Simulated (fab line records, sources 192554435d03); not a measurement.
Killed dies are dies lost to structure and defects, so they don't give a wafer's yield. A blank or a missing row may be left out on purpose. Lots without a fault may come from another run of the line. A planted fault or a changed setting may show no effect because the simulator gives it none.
fab line records | flow n5_finfet
record lots=24 wafers=72 last_day=20
route steps=1938 shown HKMG_FIN@444 GATE_CUT@467
lots that met no fault: from a run of the same line without faults
start_h: hours from the record's first day to the start of the lot's first wafer shown | wait_h: hours since the lot's step before | " the same as in the row above | L1.1+2: a row that stands for several wafers | - no value, or no start given | * or withheld: withheld | < > ~ a bound
route shown NAME@n: a module of which the file shows steps, and the number in the route of the first | usual: mean/standard deviation of fault-free wafers | same: alike in all rows | chamber/n: place in a boat | sites: the reading at each site | _std_site: their standard deviation | _edge_site: outer sites' mean less inner sites' | radius_mm: how far each site lies from the wafer's centre | mask NAME#n: copy n | behind: the tool/chamber that last shaped the wafer | hold: why the lot was held/for how many hours/how that ended | device: the transistor (n, p or np) that didn't switch | end of line: the same wafers' tests at the end of the route | a step without rows: its recipe alone | killed: dies lost to structure and defects at the first sort, not the wafer's yield | map: a wafer's dies, x killed, . not, _ none there
set.NAME: the setting as run; set.NAME@STEP: as run at that earlier step | model.NAME: the simulator's own value behind a step, which no gauge read
steps of the route over a sample of lots; a table a step, a row a wafer
services: from which hour (start_h, from the record's first day; less than 0 if before it) a tool's chamber was out of use, for how many hours, and why
## steps
# step N5_HKMG_FIN_ETCH_86
# recipe chemistry=N2/H2 target=SOC target_depth_a=3932 stop_on=TiN ion_energy_ev=100 bias_w=61 pressure_mtorr=30 source_w=850 n2_flow_sccm=200 h2_flow_sccm=200
# usual drypump_motor_current_A=5.50/0.22 oes_product_au=0.79/0.08 rf_fwd_power_W=844.5/3 rf_vpp_V=240.7/1.4 showerhead_plenum_p_Torr=2.54/0.085 throttle_valve_pct=17.77/0.23
# columns lot.wafer tool chamber start_h wait_h drypump_motor_current_A oes_product_au rf_fwd_power_W rf_hours_counter_h rf_vpp_V showerhead_plenum_p_Torr throttle_valve_pct
L074.2 rie_diel-03 2 77.82 - 5.61 0.77 842.3 110 238.2 2.35 17.75
L074.3 " 3 " " 5.25 0.91 845.7 14 239.5 2.59 17.88
L074.5 " 1 " " 5.48 0.98 846.2 - 241.9 2.59 17.37
L075.1 rie_diel-06 3 86.32 - 5.34 0.82 842.1 93 240.4 2.57 17.93
L075.5 " 1 " " 5.87 0.82 849.2 - 241.7 2.58 17.43
L075.6 " 2 " " 5.27 0.74 844.9 - 240.7 2.54 17.56
L076.2 rie_diel-03 3 90.73 - 5.26 0.91 844.8 18 241.2 2.59 17.91
L076.3 " 1 " " 5.46 0.95 842.5 8 241.9 2.59 17.38
L076.5 " 3 " " 5.29 0.91 846.2 - 241.0 2.59 17.91
L077.4 rie_diel-06 0 95.30 - 5.52 0.77 839.6 151 239.1 2.43 17.90
L077.5 " 2 " " 5.26 0.74 847.0 - 240.4 2.54 17.56
L077.6 " 3 " " 5.34 0.82 843.1 - 240.3 2.57 17.92
L078.1 rie_diel-03 3 101.40 - 5.36 0.89 840.5 22 240.4 2.59 17.92
L078.2 " 1 " " 5.44 0.94 842.9 12 241.8 2.59 17.37
L078.6 " 0 " " 5.46 0.75 848.4 - 240.6 2.55 17.70
L079.3 rie_diel-05 1 108.15 - 5.50 0.68 842.5 231 240.9 2.62 18.12
L079.5 " 1 " " 5.56 0.70 844.9 - 242.4 2.62 18.14
L079.6 " 2 " " 5.91 0.74 843.0 - 240.9 2.53 17.58
L080.3 rie_diel-03 1 116.09 - 5.47 0.92 842.4 18 241.5 2.59 17.39
L080.4 " 0 " " 5.47 0.75 845.1 144 241.0 2.55 17.70
L080.6 " 2 " " 5.61 0.77 845.3 - 238.5 2.35 17.77
L081.2 rie_diel-03 0 121.44 - 5.46 0.74 847.1 146 240.9 2.55 17.71
L081.5 " 2 " " 5.59 0.77 841.9 - 238.3 2.35 17.78
L081.6 " 3 " " 5.31 0.89 841.3 - 240.6 2.59 17.94
L082.2 rie_diel-06 0 125.40 - 5.55 0.74 837.5 162 238.9 2.42 17.92
L082.4 " 3 " " 5.34 0.80 848.2 108 241.9 2.57 17.93
L082.5 " 3 " " 5.32 0.81 844.1 - 240.3 2.57 17.93
L083.2 rie_diel-05 3 133.16 - 5.60 0.95 847.3 14 241.8 2.60 17.59
L083.5 " 1 " " 5.56 0.69 846.8 - 240.9 2.61 18.15
L083.6 " 2 " " 5.93 0.73 845.0 - 240.6 2.53 17.60
L084.1 rie_diel-03 0 137.31 - 5.46 0.73 841.5 151 239.1 2.55 17.72
L084.3 " 1 " " 5.47 0.90 847.1 25 239.6 2.58 17.40
L084.4 " 2 " " 5.63 0.76 847.1 131 237.6 2.34 17.78
L085.1 rie_diel-05 2 141.36 - 5.90 0.73 845.5 184 241.0 2.53 17.63
L085.2 " 3 " " 5.62 0.93 844.7 17 241.6 2.60 17.61
L085.5 " 0 " " 5.11 0.75 846.2 - 242.9 2.64 18.06
L086.2 rie_diel-06 1 150.58 - 5.89 0.80 842.3 76 242.2 2.57 17.46
L086.4 " 0 " " 5.54 0.74 842.0 171 239.1 2.42 17.94
L086.6 " 3 " " 5.33 0.79 843.1 - 242.0 2.56 17.97
L087.2 rie_diel-05 0 157.12 - 5.13 0.75 845.0 157 242.6 2.64 18.08
L087.5 " 1 " " 5.56 0.68 848.1 - 243.5 2.61 18.15
L087.6 " 2 " " 5.90 0.72 842.1 - 240.2 2.53 17.63
L088.1 rie_diel-05 3 159.97 - 5.62 0.92 846.4 24 241.2 2.60 17.60
L088.2 " 2 " " 5.91 0.72 848.1 191 240.8 2.53 17.63
L088.4 " 0 " " 5.13 0.75 851.3 158 241.1 2.64 18.07
L089.1 rie_diel-05 2 167.06 - 5.89 0.72 849.9 193 241.2 2.52 17.62
L089.2 " 0 " " 5.11 0.74 845.0 161 241.0 2.64 18.10
L089.6 " 3 " " 5.60 0.91 842.3 - 241.2 2.59 17.61
L090.2 rie_diel-06 1 176.44 - 5.87 0.80 845.2 85 241.7 2.57 17.48
L090.4 " 3 " " 5.31 0.78 848.5 126 240.5 2.56 17.97
L090.6 " 3 " " 5.34 0.79 852.9 - 240.5 2.56 17.97
L091.2 rie_diel-05 3 179.25 - 5.60 0.90 844.0 33 241.8 2.59 17.63
L091.4 " 0 " " 5.13 0.74 847.4 - 242.7 2.64 18.10
L091.6 " 3 " " 5.61 0.90 846.5 - 239.7 2.59 17.63
L092.3 rie_diel-03 2 184.41 - 5.62 0.74 846.8 148 238.9 2.34 17.82
L092.4 " 0 " " 5.45 0.73 845.3 167 239.5 2.54 17.73
L092.5 " 2 " " 5.60 0.74 845.7 - 237.2 2.34 17.82
L093.1 rie_diel-03 0 193.19 - 5.45 0.72 843.8 170 239.6 2.54 17.75
L093.2 " 2 " " 5.62 0.74 841.6 151 239.1 2.34 17.82
L093.5 " 3 " " 5.32 0.85 838.3 - 241.7 2.58 17.97
L094.2 rie_diel-05 1 201.01 - 5.55 0.94 844.7 6 241.9 2.61 17.77
L094.3 " 3 " " 5.59 0.89 847.0 41 241.4 2.59 17.64
L094.5 " 0 " " 5.13 0.74 845.2 - 242.1 2.63 18.11
L095.1 rie_diel-06 2 203.73 - 5.31 0.71 839.4 201 239.5 2.52 17.64
L095.4 " 0 " " 5.56 0.74 839.7 188 238.8 2.41 17.96
L095.5 " 0 " " 5.58 0.73 842.2 - 238.2 2.41 17.96
L096.1 rie_diel-03 3 209.05 - 5.34 0.84 842.1 57 240.2 2.58 17.97
L096.4 " 2 " " 5.60 0.74 841.2 155 236.7 2.33 17.82
L096.6 " 1 " " 5.48 0.86 846.3 - 240.4 2.57 17.45
L097.1 rie_diel-05 1 218.58 - 5.56 0.92 844.9 12 241.7 2.60 17.77
L097.4 " 2 " " 5.89 0.71 847.5 213 240.6 2.52 17.65
L097.6 " 1 " " 5.53 0.92 843.4 - 240.7 2.60 17.78
# step N5_HKMG_FIN_STRIP_69
# recipe chemistry=N2/H2 power_w=2500 temp_c=300 h2_frac=0.65 time_s=360 pressure_mtorr=withheld n2_flow_sccm=1750 h2_flow_sccm=3250
# usual drypump_motor_current_A=5.7/0.67 heater_power_w=457/72
# columns lot.wafer tool chamber start_h wait_h drypump_motor_current_A heater_power_w rf_hours_counter_h
L074.2 plasma_asher-01 1 79.26 0.1 4.7 478 37
L074.3 " 1 " " 4.7 482 -
L074.5 " 1 " " 4.7 479 -
L075.1 plasma_asher-02 0 87.84 0.1 6.1 381 88
L075.5 " 1 " " 6.5 581 -
L075.6 " 0 " " 6.1 397 -
L076.2 plasma_asher-01 0 92.16 0.1 5.8 399 40
L076.3 " 1 " " 4.7 479 -
L076.5 " 0 " " 5.8 393 -
L077.4 plasma_asher-02 1 96.85 0.2 6.5 592 -
L077.5 " 0 " " 6.1 381 -
L077.6 " 1 " " 6.5 565 -
L078.1 plasma_asher-01 0 103.09 0.1 5.8 405 42
L078.2 " 1 " " 4.7 479 42
L078.6 " 0 " " 5.8 389 -
L079.3 plasma_asher-01 1 109.84 0.2 4.7 459 -
L079.5 " 0 " " 5.8 402 -
L079.6 " 1 " " 4.7 480 -
L080.3 plasma_asher-02 1 117.66 0.2 6.5 575 -
L080.4 " 0 " " 6.1 378 -
L080.6 " 1 " " 6.5 574 -
L081.2 plasma_asher-02 1 122.87 0.1 6.5 587 94
L081.5 " 0 " " 6.1 386 -
L081.6 " 1 " " 6.5 577 -
L082.2 plasma_asher-02 1 126.84 0.1 6.5 570 94
L082.4 " 1 " " 6.5 591 -
L082.5 " 0 " " 6.1 390 -
L083.2 plasma_asher-01 1 134.60 0.1 4.7 466 50
L083.5 " 1 " " 4.7 472 -
L083.6 " 0 " " 5.8 406 -
L084.1 plasma_asher-01 1 139.16 0.1 4.7 484 51
L084.3 " 1 " " 4.7 489 -
L084.4 " 0 " " 5.8 392 -
L085.1 plasma_asher-01 0 142.79 0.1 5.8 392 52
L085.2 " 1 " " 4.7 492 52
L085.5 " 1 " " 4.7 480 -
L086.2 plasma_asher-01 0 152.32 0.1 5.8 396 54
L086.4 " 0 " " 5.8 397 -
L086.6 " 1 " " 4.7 479 -
L087.2 plasma_asher-01 1 158.57 0.1 4.7 490 56
L087.5 " 1 " " 4.7 470 -
L087.6 " 0 " " 5.8 402 -
L088.1 plasma_asher-01 0 161.40 0.1 5.8 406 56
L088.2 " 1 " " 4.7 473 56
L088.4 " 0 " " 5.8 406 -
L089.1 plasma_asher-02 1 168.54 0.1 6.5 566 102
L089.2 " 0 " " 6.1 387 102
L089.6 " 0 " " 6.1 396 -
L090.2 plasma_asher-01 1 177.94 0.1 4.7 471 59
L090.4 " 0 " " 5.8 395 -
L090.6 " 0 " " 5.8 391 -
L091.2 plasma_asher-02 1 181.28 0.1 6.5 583 105
L091.4 " 1 " " 6.5 579 -
L091.6 " 0 " " 6.1 390 -
L092.3 plasma_asher-01 1 185.97 0.2 4.7 485 -
L092.4 " 0 " " 5.8 388 -
L092.5 " 1 " " 4.7 481 -
L093.1 plasma_asher-02 1 194.62 0.1 6.5 575 107
L093.2 " 0 " " 6.1 387 107
L093.5 " 0 " " 6.1 391 -
L094.2 plasma_asher-01 1 202.47 0.1 4.7 479 64
L094.3 " 0 " " 5.7 399 -
L094.5 " 0 " " 5.7 402 -
L095.1 plasma_asher-02 1 205.31 0.2 6.5 583 109
L095.4 " 1 " " 6.5 571 -
L095.5 " 1 " " 6.5 587 -
L096.1 plasma_asher-01 0 210.77 0.1 5.8 395 66
L096.4 " 1 " " 4.7 480 -
L096.6 " 0 " " 5.8 399 -
L097.1 plasma_asher-02 0 220.42 0.2 6.1 382 112
L097.4 " 0 " " 6.1 395 -
L097.6 " 0 " " 6.1 388 -
# step N5_HKMG_FIN_ALD_72
# recipe material=W target_thk_a=20 temp_c=300 pressure_torr=7.5 ald_precursor_family=WF6 ald_co_reactant=B2H6 pulse_time_s=1 purge_time_s=2 co_reactant_purge_time_s=2 co_reactant_pulse_time_s=3 ald_cycles=7
# usual chamber_pressure_Torr=7.498/0.015 heater_power_w=466/71 precursor_pulse_height_rel=0.998/0.02
# same co_reactant_pulse_time_s=3 purge_time_s=2
# columns lot.wafer tool chamber start_h wait_h chamber_pressure_Torr heater_power_w precursor_pulse_height_rel
L074.2 cvd_w-01 0 80.00 0.2 7.516 384 1.010
L074.3 " 1 " " 7.482 505 0.989
L074.5 " 0 " " 7.463 384 0.955
L075.1 cvd_w-02 0 88.59 0.2 7.501 471 1.005
L075.5 " 1 " " 7.491 554 0.987
L075.6 " 0 " " 7.485 471 0.994
L076.2 cvd_w-01 1 92.91 0.2 7.475 530 0.982
L076.3 " 0 " " 7.503 384 0.972
L076.5 " 0 " " 7.502 388 1.009
L077.4 cvd_w-01 0 97.49 0.2 7.477 388 0.972
L077.5 " 1 " " 7.488 531 1.015
L077.6 " 0 " " 7.483 383 1.016
L078.1 cvd_w-01 1 103.83 0.2 7.492 521 0.982
L078.2 " 0 " " 7.502 383 0.997
L078.6 " 0 " " 7.496 377 0.975
L079.3 cvd_w-01 0 110.48 0.2 7.480 377 1.010
L079.5 " 1 " " 7.478 517 0.977
L079.6 " 0 " " 7.478 384 0.978
L080.3 cvd_w-01 0 118.30 0.2 7.509 380 0.996
L080.4 " 1 " " 7.494 527 1.000
L080.6 " 1 " " 7.498 520 0.989
L081.2 cvd_w-01 1 123.62 0.2 7.492 500 0.981
L081.5 " 1 " " 7.504 528 0.997
L081.6 " 0 " " 7.481 379 1.005
L082.2 cvd_w-01 0 127.58 0.2 7.491 381 0.988
L082.4 " 0 " " 7.478 386 1.001
L082.5 " 0 " " 7.507 377 0.945
L083.2 cvd_w-01 1 135.71 0.2 7.492 519 1.010
L083.5 " 1 " " 7.481 525 1.017
L083.6 " 0 " " 7.489 390 0.988
L084.1 cvd_w-01 0 139.91 0.2 7.499 377 1.007
L084.3 " 1 " " 7.529 530 1.006
L084.4 " 0 " " 7.500 375 0.994
L085.1 cvd_w-02 1 143.54 0.2 7.477 578 1.014
L085.2 " 0 " " 7.534 474 0.991
L085.5 " 0 " " 7.503 473 1.006
L086.2 cvd_w-01 1 153.06 0.2 7.492 527 0.995
L086.4 " 1 " " 7.480 513 1.005
L086.6 " 0 " " 7.498 387 1.000
L087.2 cvd_w-02 1 159.31 0.2 7.517 576 0.976
L087.5 " 1 " " 7.507 562 0.997
L087.6 " 0 " " 7.497 472 1.015
L088.1 cvd_w-02 1 162.14 0.2 7.472 568 0.971
L088.2 " 0 " " 7.495 473 0.966
L088.4 " 1 " " 7.490 571 0.989
L089.1 cvd_w-01 0 169.29 0.2 7.517 379 0.983
L089.2 " 1 " " 7.498 527 1.039
L089.6 " 1 " " 7.511 530 0.975
L090.2 cvd_w-01 1 178.69 0.2 7.501 509 1.027
L090.4 " 0 " " 7.505 387 0.998
L090.6 " 1 " " 7.505 515 0.985
L091.2 cvd_w-01 1 182.03 0.2 7.505 519 1.050
L091.4 " 0 " " 7.483 386 0.961
L091.6 " 1 " " 7.488 521 1.031
L092.3 cvd_w-01 1 186.62 0.2 7.473 516 0.997
L092.4 " 0 " " 7.521 384 0.967
L092.5 " 1 " " 7.503 529 0.996
L093.1 cvd_w-01 0 195.37 0.2 7.482 388 0.962
L093.2 " 1 " " 7.504 524 0.992
L093.5 " 1 " " 7.525 505 0.993
L094.2 cvd_w-02 1 203.21 0.2 7.529 554 1.024
L094.3 " 1 " " 7.502 565 1.000
L094.5 " 0 " " 7.503 476 0.942
L095.1 cvd_w-01 1 206.06 0.2 7.499 528 1.008
L095.4 " 0 " " 7.497 385 0.966
L095.5 " 1 " " 7.496 521 0.998
L096.1 cvd_w-01 0 211.51 0.2 7.491 381 0.996
L096.4 " 0 " " 7.490 381 1.019
L096.6 " 1 " " 7.482 527 1.002
L097.1 cvd_w-01 0 221.18 0.2 7.508 385 0.996
L097.4 " 0 " " 7.551 384 0.991
L097.6 " 1 " " 7.504 522 1.017
# step N5_HKMG_FIN_W_FILL_22
# recipe material=W target_thk_a=600 temp_c=400 pressure_torr=39.4 time_s=18.2
# usual chamber_pressure_Torr=39.40/0.092 heater_power_w=829/130 throttle_valve_pct=19.8/0.37
# columns lot.wafer tool chamber start_h wait_h chamber_pressure_Torr heater_power_w throttle_valve_pct
L074.2 cvd_w-01 0 80.06 0.0 39.52 678 19.8
L074.3 " 1 " " 39.52 938 19.2
L074.5 " 0 " " 39.49 684 19.6
L075.1 cvd_w-02 0 88.65 0.0 39.44 829 19.5
L075.5 " 1 " " 39.28 1004 20.0
L075.6 " 0 " " 39.48 822 19.4
L076.2 cvd_w-01 1 92.97 0.0 39.59 923 19.5
L076.3 " 0 " " 39.40 673 19.8
L076.5 " 0 " " 39.43 684 19.7
L077.4 cvd_w-01 0 97.54 0.0 39.46 680 20.1
L077.5 " 1 " " 39.32 948 19.3
L077.6 " 0 " " 39.49 664 19.7
L078.1 cvd_w-01 1 103.89 0.0 39.44 923 19.4
L078.2 " 0 " " 39.31 674 19.9
L078.6 " 0 " " 39.26 675 19.8
L079.3 cvd_w-01 0 110.53 0.0 39.46 669 19.9
L079.5 " 1 " " 39.27 906 19.3
L079.6 " 0 " " 39.43 694 19.5
L080.3 cvd_w-01 0 118.35 0.0 39.43 681 20.0
L080.4 " 1 " " 39.58 941 19.3
L080.6 " 1 " " 39.49 920 19.4
L081.2 cvd_w-01 1 123.68 0.0 39.26 900 19.4
L081.5 " 1 " " 39.29 931 19.3
L081.6 " 0 " " 39.50 678 20.1
L082.2 cvd_w-01 0 127.64 0.0 39.14 685 20.2
L082.4 " 0 " " 39.25 684 20.2
L082.5 " 0 " " 39.35 694 19.6
L083.2 cvd_w-01 1 135.77 0.0 39.30 936 19.2
L083.5 " 1 " " 39.37 935 19.4
L083.6 " 0 " " 39.39 697 19.9
L084.1 cvd_w-01 0 139.97 0.0 39.37 666 20.0
L084.3 " 1 " " 39.47 910 19.6
L084.4 " 0 " " 39.38 700 20.2
L085.1 cvd_w-02 1 143.60 0.0 39.32 1017 20.1
L085.2 " 0 " " 39.48 843 20.0
L085.5 " 0 " " 39.29 852 19.5
L086.2 cvd_w-01 1 153.13 0.0 39.45 929 19.5
L086.4 " 1 " " 39.56 958 19.6
L086.6 " 0 " " 39.34 698 19.9
L087.2 cvd_w-02 1 159.38 0.0 39.38 1001 20.2
L087.5 " 1 " " 39.47 991 20.3
L087.6 " 0 " " 39.48 845 19.8
L088.1 cvd_w-02 1 162.21 0.0 39.32 999 20.3
L088.2 " 0 " " 39.38 843 19.6
L088.4 " 1 " " 39.29 1002 20.0
L089.1 cvd_w-01 0 169.35 0.0 39.36 677 20.0
L089.2 " 1 " " 39.39 947 19.5
L089.6 " 1 " " 39.21 951 19.4
L090.2 cvd_w-01 1 178.75 0.0 39.42 914 19.5
L090.4 " 0 " " 39.36 678 20.2
L090.6 " 1 " " 39.47 930 19.2
L091.2 cvd_w-01 1 182.09 0.0 39.41 919 19.7
L091.4 " 0 " " 39.34 689 20.3
L091.6 " 1 " " 39.43 920 19.5
L092.3 cvd_w-01 1 186.67 0.0 39.34 945 19.5
L092.4 " 0 " " 39.38 686 20.1
L092.5 " 1 " " 39.24 908 19.6
L093.1 cvd_w-01 0 195.43 0.0 39.42 680 20.0
L093.2 " 1 " " 39.31 937 19.6
L093.5 " 1 " " 39.47 925 19.4
L094.2 cvd_w-02 1 203.28 0.0 39.33 1022 20.2
L094.3 " 1 " " 39.57 1014 20.3
L094.5 " 0 " " 39.50 848 20.0
L095.1 cvd_w-01 1 206.12 0.0 39.37 944 19.6
L095.4 " 0 " " 39.54 687 20.3
L095.5 " 1 " " 39.34 950 19.6
L096.1 cvd_w-01 0 211.57 0.0 39.46 669 20.3
L096.4 " 0 " " 39.44 687 20.3
L096.6 " 1 " " 39.43 927 19.9
L097.1 cvd_w-01 0 221.24 0.0 39.42 683 20.2
L097.4 " 0 " " 39.34 689 20.6
L097.6 " 1 " " 39.39 911 19.4
# step N5_HKMG_FIN_CMP_94
# recipe stop_on=SiNx post_cmp_clean=w_dilute_nh4oh t_overpolish_s=4.7 down_force_psi=4 platen_rpm=50.289 pad_velocity_m_s=1.0006 target_thk_nm=43.299
# usual head_pressure_psi=3.999/0.0085 motor_current_A=12.0/0.91
# columns lot.wafer tool chamber start_h wait_h head_pressure_psi motor_current_A
L074.2 cmp-02 3 80.68 0.3 3.991 11.9
L074.3 " 1 " " 4.011 11.8
L074.5 " 3 " " 4.006 11.8
L075.1 cmp-04 1 89.27 0.3 4.004 11.7
L075.6 " 0 " " 3.997 12.0
L075.5 " 1 " " 3.990 11.1
L076.2 cmp-04 1 93.56 0.4 4.010 12.2
L076.3 " 0 " " 3.994 11.3
L076.5 " 1 " " 4.000 12.0
L077.4 cmp-02 3 98.21 0.2 3.985 11.9
L077.6 " 0 " " 3.989 10.9
L077.5 " 1 " " 3.977 11.3
L078.1 cmp-03 1 104.48 0.4 3.985 11.7
L078.2 " 0 " " 3.998 13.6
L078.6 " 1 " " 3.993 11.9
L079.3 cmp-04 1 111.35 0.3 3.990 11.7
L079.6 " 0 " " 3.998 11.6
L079.5 " 1 " " 3.985 12.6
L080.4 cmp-04 0 118.93 0.4 3.998 12.2
L080.3 " 3 " " 3.997 14.0
L080.6 " 1 " " 3.993 12.1
L081.2 cmp-02 3 124.36 0.2 4.008 11.9
L081.6 " 0 " " 4.000 11.3
L081.5 " 1 " " 4.004 12.0
L082.4 cmp-03 2 128.26 0.3 4.000 11.0
L082.2 " 3 " " 3.991 10.8
L082.5 " 1 " " 4.003 11.5
L083.2 cmp-03 2 136.56 0.3 3.985 11.9
L083.5 " 1 " " 3.997 11.9
L083.6 " 2 " " 3.995 11.5
L084.1 cmp-04 0 140.57 0.4 4.004 11.6
L084.4 " 2 " " 4.008 12.3
L084.3 " 3 " " 3.980 13.8
L085.2 cmp-04 3 144.19 0.4 4.000 13.1
L085.1 " 2 " " 4.009 13.1
L085.5 " 0 " " 3.996 11.7
L086.2 cmp-02 1 153.71 0.4 4.001 11.1
L086.4 " 3 " " 3.995 12.0
L086.6 " 2 " " 3.990 10.6
L087.2 cmp-04 1 159.99 0.3 4.009 11.9
L087.5 " 0 " " 3.992 11.8
L087.6 " 1 " " 4.012 12.3
L088.4 cmp-04 3 162.83 0.3 3.991 14.3
L088.2 " 0 " " 4.005 11.7
L088.1 " 1 " " 3.998 11.9
L089.1 cmp-03 0 169.97 0.3 3.994 13.1
L089.2 " 1 " " 3.991 12.0
L089.6 " 3 " " 4.006 10.8
L090.2 cmp-04 1 179.40 0.3 4.005 11.7
L090.4 " 2 " " 4.014 13.1
L090.6 " 1 " " 3.991 12.0
L091.4 cmp-04 0 182.71 0.4 4.007 12.2
L091.2 " 2 " " 3.997 12.6
L091.6 " 0 " " 4.013 11.5
L092.3 cmp-03 3 187.25 0.4 3.998 11.0
L092.4 " 0 " " 4.013 13.6
L092.5 " 0 " " 4.012 12.8
L093.2 cmp-04 3 196.05 0.3 3.982 13.5
L093.1 " 0 " " 3.983 12.3
L093.5 " 3 " " 4.003 13.4
L094.2 cmp-02 3 203.86 0.4 3.994 11.2
L094.3 " 0 " " 4.002 10.8
L094.5 " 3 " " 4.010 11.8
L095.1 cmp-02 2 206.71 0.4 4.002 11.6
L095.4 " 1 " " 3.993 11.5
L095.5 " 2 " " 3.992 11.3
L096.4 cmp-02 0 212.19 0.3 4.011 11.5
L096.1 " 1 " " 4.006 11.4
L096.6 " 3 " " 4.001 12.2
L097.4 cmp-04 1 221.86 0.3 4.008 11.7
L097.1 " 2 " " 4.003 13.0
L097.6 " 1 " " 4.006 11.7
# step N5_GATE_CUT_ETCHBACK_30
# recipe chemistry=Cl2/Ar target=TiN target_depth_a=30 mode=isotropic pressure_mtorr=10 icp_w=600 bias_w=60 Cl2_flow_sccm=40 Ar_flow_sccm=60
# usual drypump_motor_current_A=5.5/0.44 oes_product_au=0.74/0.1 rf_fwd_power_W=588/3.3 throttle_valve_pct=20.78/0.13
# columns lot.wafer tool chamber start_h wait_h drypump_motor_current_A oes_product_au rf_fwd_power_W rf_hours_counter_h throttle_valve_pct
L074.2 rie_metal-03 0 81.14 0.1 6.0 0.64 591 105 20.77
L074.3 " 1 " " 5.4 0.85 589 - 20.89
L074.5 " 1 " " 5.4 0.85 588 - 20.90
L075.1 rie_metal-01 1 89.71 0.1 5.0 0.61 586 122 20.96
L075.5 " 1 " " 5.0 0.62 582 - 20.94
L075.6 " 0 " " 5.0 0.88 590 - 20.65
L076.2 rie_metal-02 1 94.03 0.1 5.0 0.67 587 91 20.55
L076.3 " 0 " " 6.1 0.87 587 - 20.78
L076.5 " 0 " " 6.0 0.87 589 - 20.76
L077.4 rie_metal-03 1 98.61 0.0 5.4 0.83 585 - 20.91
L077.5 " 0 " " 6.0 0.64 592 - 20.76
L077.6 " 1 " " 5.4 0.85 586 - 20.88
L078.1 rie_metal-02 0 104.96 0.1 6.1 0.87 592 16 20.78
L078.2 " 1 " " 5.0 0.68 586 92 20.56
L078.6 " 0 " " 6.1 0.86 592 - 20.76
L079.3 rie_metal-02 1 111.81 0.0 5.0 0.67 584 - 20.57
L079.5 " 1 " " 5.0 0.67 587 - 20.57
L079.6 " 0 " " 6.1 0.86 592 - 20.80
L080.3 rie_metal-01 0 119.42 0.0 5.0 0.86 587 - 20.65
L080.4 " 1 " " 5.0 0.61 584 - 20.99
L080.6 " 0 " " 5.0 0.87 589 - 20.65
L081.2 rie_metal-03 1 124.74 0.1 5.4 0.82 585 30 20.91
L081.5 " 1 " " 5.4 0.81 588 - 20.93
L081.6 " 0 " " 6.0 0.63 592 - 20.78
L082.2 rie_metal-03 1 128.71 0.1 5.4 0.82 581 30 20.91
L082.4 " 1 " " 5.4 0.82 579 - 20.92
L082.5 " 1 " " 5.4 0.82 581 - 20.92
L083.2 rie_metal-02 0 137.00 0.1 6.1 0.86 588 19 20.79
L083.5 " 1 " " 5.0 0.67 583 - 20.57
L083.6 " 0 " " 6.1 0.85 589 - 20.78
L084.1 rie_metal-03 0 141.05 0.1 6.0 0.63 592 112 20.80
L084.3 " 0 " " 6.0 0.63 594 - 20.81
L084.4 " 1 " " 5.4 0.82 589 - 20.90
L085.1 rie_metal-03 0 144.67 0.1 5.9 0.63 589 112 20.80
L085.2 " 1 " " 5.4 0.81 587 32 20.93
L085.5 " 0 " " 5.9 0.63 589 - 20.80
L086.2 rie_metal-03 0 154.19 0.1 5.9 0.63 589 112 20.79
L086.4 " 0 " " 5.9 0.63 590 - 20.79
L086.6 " 1 " " 5.4 0.82 586 - 20.92
L087.2 rie_metal-02 1 160.44 0.1 5.0 0.66 585 97 20.56
L087.5 " 0 " " 6.1 0.84 590 - 20.79
L087.6 " 1 " " 5.0 0.66 583 - 20.59
L088.1 rie_metal-03 1 163.27 0.1 5.4 0.82 586 34 20.91
L088.2 " 0 " " 5.9 0.63 591 113 20.81
L088.4 " 0 " " 6.0 0.63 593 - 20.82
L089.1 rie_metal-02 1 170.41 0.1 5.0 0.66 586 98 20.57
L089.2 " 0 " " 6.1 0.85 591 21 20.78
L089.6 " 1 " " 5.0 0.66 583 - 20.57
L090.2 rie_metal-02 1 179.85 0.1 5.0 0.66 585 99 20.58
L090.4 " 1 " " 5.0 0.66 585 - 20.58
L090.6 " 0 " " 6.0 0.84 588 - 20.80
L091.2 rie_metal-01 0 183.18 0.1 5.0 0.83 590 23 20.68
L091.4 " 0 " " 5.0 0.83 590 - 20.68
L091.6 " 0 " " 5.0 0.82 589 - 20.68
L092.3 rie_metal-01 0 187.73 0.0 5.0 0.83 587 - 20.67
L092.4 " 1 " " 5.0 0.60 587 - 20.98
L092.5 " 1 " " 5.0 0.60 587 - 20.99
L093.1 rie_metal-02 0 196.50 0.1 6.0 0.84 592 24 20.79
L093.2 " 1 " " 5.0 0.66 585 100 20.57
L093.5 " 0 " " 6.0 0.83 590 - 20.80
L094.2 rie_metal-03 1 204.34 0.1 5.4 0.80 588 37 20.94
L094.3 " 1 " " 5.4 0.80 585 - 20.94
L094.5 " 0 " " 6.0 0.62 592 - 20.80
L095.1 rie_metal-03 0 207.18 0.1 6.0 0.62 591 116 20.82
L095.4 " 0 " " 6.0 0.62 589 - 20.81
L095.5 " 0 " " 5.9 0.62 592 - 20.82
L096.1 rie_metal-01 0 212.85 0.1 5.0 0.82 591 26 20.69
L096.4 " 0 " " 5.0 0.82 589 - 20.70
L096.6 " 0 " " 5.0 0.82 589 - 20.68
L097.1 rie_metal-03 1 222.30 0.1 5.4 0.80 583 38 20.93
L097.4 " 0 " " 6.0 0.61 593 - 20.83
L097.6 " 0 " " 5.9 0.62 594 - 20.81
## services
# columns tool chamber start_h hours kind
plasma_asher-02 - 60.41 7.1 repair
rie_diel-05 3 74.42 - clean
rie_diel-05 3 74.42 - consumable_replace:focus_ring
rie_diel-05 3 74.42 15.5 scheduled_down
rie_diel-05 3 74.42 15.5 vent_cycle
cmp-03 - 91.27 0.3 repair
rie_metal-01 1 92.32 11.1 repair
rie_metal-01 - 92.95 2.8 pm
cmp-02 - 107.60 12.0 pm
rie_diel-06 1 110.57 8.0 repair
cmp-02 - 119.64 4.0 pm
cmp-04 - 129.63 10.0 pm
cvd_w-02 - 135.54 1.9 repair
cvd_w-02 - 139.73 2.8 pm
cmp-03 - 153.03 0.3 repair
rie_metal-01 1 154.16 10.1 repair
rie_diel-05 1 166.89 - clean
rie_metal-01 - 169.85 1.4 pm
cmp-03 - 174.62 3.7 pm
cmp-03 - 182.14 4.0 pm
rie_diel-05 2 191.71 1.3 repair
cmp-03 - 199.31 4.2 repair
cmp-02 - 201.20 1.1 repair
cvd_w-02 0 214.32 5.9 repair
## key
fault none
